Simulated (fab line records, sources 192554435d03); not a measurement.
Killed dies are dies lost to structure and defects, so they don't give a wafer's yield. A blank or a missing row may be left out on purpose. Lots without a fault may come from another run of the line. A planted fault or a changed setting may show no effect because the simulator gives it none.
Split-lot experiment | flow n5_finfet | 7 lots, 21 wafers read, on a route of 1938 steps

THE SPLIT
At N5_BEOL_M0_ETCH_138 (etches SiCN in CH3F/O2, target depth 12 nm, time 31.6 s), the setting source_w was moved away from the recipe's 395 W on 4 of the 21 wafers read, by -12.6% to +7.8%. The other wafers ran this setting at the recipe's value.

The reading is taken at the split's own step.

THE READING
rf_vpp_V, in V, at N5_BEOL_M0_ETCH_138 (etches SiCN in CH3F/O2, target depth 12 nm, time 31.6 s). Fault-free wafers of this fab line usually give 297.9 V, standard deviation 1.7 V.

wafer  | tool, chamber at the split | source_w as run, W | against the recipe | rf_vpp_V, V | against lot-mates on the recipe
L080.1 | rie_diel-03, 3             | 395                | recipe             | 300.2       | -
L080.2 | rie_diel-03, 1             | 395                | recipe             | 298.6       | -
L080.5 | rie_diel-03, 2             | 395                | recipe             | 295.9       | -
L081.1 | rie_diel-04, 2             | 395                | recipe             | 299.5       | -
L081.3 | rie_diel-04, 0             | 395                | recipe             | 299.3       | -
L081.4 | rie_diel-04, 3             | 364.5              | -7.7%              | 303.1       | +3.7
L090.1 | rie_diel-03, 1             | 395                | recipe             | 298.3       | -
L090.5 | rie_diel-03, 0             | 395                | recipe             | 298.1       | -
L090.6 | rie_diel-03, 3             | 395                | recipe             | 299.0       | -
L091.2 | rie_diel-03, 1             | 395                | recipe             | 299.3       | -
L091.5 | rie_diel-03, 1             | 395                | recipe             | 299.2       | -
L091.6 | rie_diel-03, 0             | 395                | recipe             | 299.0       | -
L093.2 | rie_diel-03, 1             | 345.1              | -12.6%             | 313.7       | +13.1
L093.5 | rie_diel-03, 3             | 345.1              | -12.6%             | 311.6       | +11.0
L093.6 | rie_diel-03, 0             | 395                | recipe             | 300.6       | -
L097.2 | rie_diel-01, 1             | 395                | recipe             | 295.0       | -
L097.4 | rie_diel-01, 3             | 395                | recipe             | 298.9       | -
L097.6 | rie_diel-01, 3             | 425.8              | +7.8%              | 290.2       | -6.8
L096.1 | rie_diel-01, 0             | 395                | recipe             | 297.7       | -
L096.2 | rie_diel-01, 2             | 395                | recipe             | 299.2       | -
L096.3 | rie_diel-01, 3             | 395                | recipe             | 299.0       | -

THE FIT
A straight line over all 21 wafers: rf_vpp_V changes by -1.04 V for each +1% of source_w; r = -0.95; the points scatter about the line by 1.6 V.
The same after taking each lot's own level away (the mean of its wafers on the recipe; 21 wafers): -0.88 V for each +1%; r = -0.95; scatter 1.3 V.
On that fit, the largest move of source_w shifts the reading by 11 V.
The lots' own levels span 296.95 to 300.60 V, that is 2.1 times the standard deviation above.
So the lot-to-lot level changes the slope: the two fits differ.
Check: with one of the wafers moved furthest among these (-12.6%) left out of the fit, the line predicts +9.89 V for it against its lot-mates. It came out at +13.1 V against them.
Tool readings at the split's step, against how far the setting was moved: rf_vpp_V r = -0.95.

OTHER SPLITS ON THESE WAFERS
These wafers also went through other splits before the reading. Each is held against what the fit with the lots' levels taken away leaves over:
other split on the same wafers        | wafers away from the commonest value | r with rf_vpp_V (lot level and that fit taken away)
N5_HKMG_FIN_ETCH_32 bias_w            | 8                                    | +0.08
N5_GATE_CUT_ETCH_37 bias_w            | 9                                    | +0.06
N5_MOL_CONTACT_COAG_EXPOSE_81 dose_mj | 6                                    | -0.19
N5_MOL_CONTACT_COAG_ETCH_91 source_w  | 6                                    | +0.06
N5_MOL_CONTACT_COAG_COAT_63 spin_rpm  | 6                                    | +0.27
N5_MOL_CONTACT_COAG_EXPOSE_37 dose_mj | 7                                    | +0.20
N5_BEOL_M0_CUTY_DESCUM_61 time_s      | 5                                    | +0.13

THE FILE'S OWN FIT
rf_vpp_V changes by -0.834 V for each +1% of source_w, r = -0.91.
